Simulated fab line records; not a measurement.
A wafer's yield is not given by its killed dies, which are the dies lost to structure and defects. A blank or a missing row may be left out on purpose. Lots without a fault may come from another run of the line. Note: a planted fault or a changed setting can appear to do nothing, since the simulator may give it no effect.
A lot that was struck, set against a sound lot	flow n5 finfet	18 out of 1938 route steps
Sound: these wafers, L447.4, L447.5, L447.6. Struck: wafer L436.5 (left out: L436.3, L436.4 of the same lot, which were not struck); the cause appears at the end.
Per side, at each step with rows, come the tool, then ch with its chambers, and then its first start. Under that, the readings that differ: sound wafers	struck wafers	difference of the means	sigmas: that difference in standard deviations of wafers without a fault.
alike: words and numbers the same on both sides, and readings whose means are apart by under 2 such deviations; not compared: readings that were withheld, readings missing a value for some wafer, numbers with overlapping values and no deviation given by the record, and bounds like >300 which may hide the same value.
Wherever a step has rows on one side only, a row that says differs or no value, or a row with sigmas, the two part there. When numbers do not overlap yet have no deviation, they are printed without sigmas and do not part them. A reading missing from all wafers of one side parts the sides only when that side holds two or more wafers.

N5_BEOL_M14_ETCH_68: etches SOC in N2/H2, time 450 s.
  sound on rie diel-02 ch 0,1,2, day 18 06:18; struck on rie diel-05 ch 2, day 15 12:27
  alike: drypump motor current A, oes product au, rf vpp V, showerhead plenum p Torr, throttle valve pct
  not compared: rf hours counter h
then, 1 step without rows for these wafers: N5_BEOL_M14_STRIP_69 (strips in N2/H2).
N5_BEOL_M14_TRENCH_ETCH_34: etches SiO2 in C4F8/O2/Ar, target depth 556.65 nm, time 126.9 s.
  sound on rie diel-02 ch 0,1,2, day 18 06:30; struck on rie diel-05 ch 2, day 15 12:43
  alike: drypump motor current A, oes product au, rf vpp V, showerhead plenum p Torr, throttle valve pct
  not compared: rf hours counter h
then, 1 step without rows for these wafers: N5_BEOL_M14_STRIP_70 (strips in C4F8/O2/Ar).
N5_BEOL_M14_OCD_MEAS_35:
  struck on ocd-02, day 15 12:53; sound on ocd-02, day 18 06:36
  alike: trench depth nm
then, 1 step without rows for these wafers: N5_BEOL_M14_STRIP_37 (strips in O2).
N5_BEOL_M14_ETCH_38: etches SiCN in CF4/N2, target depth 106.5 nm, time 120.6 s.
  sound on rie diel-02 ch 0,1,2; struck on rie diel-02 ch 3
  alike: drypump motor current A, oes product au, rf vpp V, showerhead plenum p Torr, throttle valve pct
  not compared: rf hours counter h
then, 3 steps without rows for these wafers: N5_BEOL_M14_PRECLEAN_39 (cleans in residue remover, time 60 s); N5_BEOL_M14_SRD_40 (time 30 s, dry time 30 s); N5_BEOL_M14_DEGAS_41 (time 60 s).
N5_BEOL_M14_PRE_CLEAN_42: time 30 s.
  struck on pvd sputter-02, day 15 14:55; sound on pvd sputter-01, day 18 09:55
reading	sound	struck	difference	sigmas
heater power w (W)	498 436 396	548	+105	+2
then, 1 step without rows for these wafers: N5_BEOL_M14_SPUTTER_43 (material TaN, target thk 15 nm, time 24.19 s).
N5_BEOL_M14_SPUTTER_44: material Ta, target thk 15 nm, time 24.19 s.
  struck on pvd sputter-02, day 15 15:02; sound on pvd sputter-01, day 18 10:02
reading	sound	struck	difference	sigmas
cathode dc power W (W)	15003 15001 15002	10768	-4234	-99 or more
model.Ta_of_BEOL_M14_SPUTTER_44.thk nm (nm)	14.6 14.6 14.6	11	-4	
  alike: substrate temp c, throttle valve pct
then, 2 steps without rows for these wafers: N5_BEOL_M14_SPUTTER_45 (material Cu, target thk 100 nm, time 16.67 s); N5_BEOL_M14_ECD_47 (material Cu, target thk 1248 nm).
N5_BEOL_M14_ANNEAL_48: time 90 s.
  sound on rtp anneal-01 ch 0, day 18 11:41; struck on rtp anneal-01 ch 0, day 15 15:34
  alike: wafer_temp_C_max
N5_BEOL_M14_CMP_49: polishes, stops on SiO2, t overpolish 5.2 s, target thk 560 nm.
  sound on cmp-03 ch 1,2,3, day 18 11:55; struck on cmp-04 ch 2, day 15 15:48
reading	sound	struck	difference	sigmas
barrier field endpoint s (s)	10.68 11.29 10.73	9.86	-1.04	-5
  alike: motor current A, slurry filter dp kPa
N5_BEOL_M14_THK_MEAS_50: measures by xrf.
  struck on film metro-02, day 15 16:04; sound on film metro-01, day 18 12:08
  alike: M14_THK

## WHERE THEY PART
First at N5_BEOL_M14_PRE_CLEAN_42; last, within this record, at N5_BEOL_M14_CMP_49. Later steps at which nothing parts them and some readings are alike: N5_BEOL_M14_THK_MEAS_50.

WHY: the cause the simulator had injected
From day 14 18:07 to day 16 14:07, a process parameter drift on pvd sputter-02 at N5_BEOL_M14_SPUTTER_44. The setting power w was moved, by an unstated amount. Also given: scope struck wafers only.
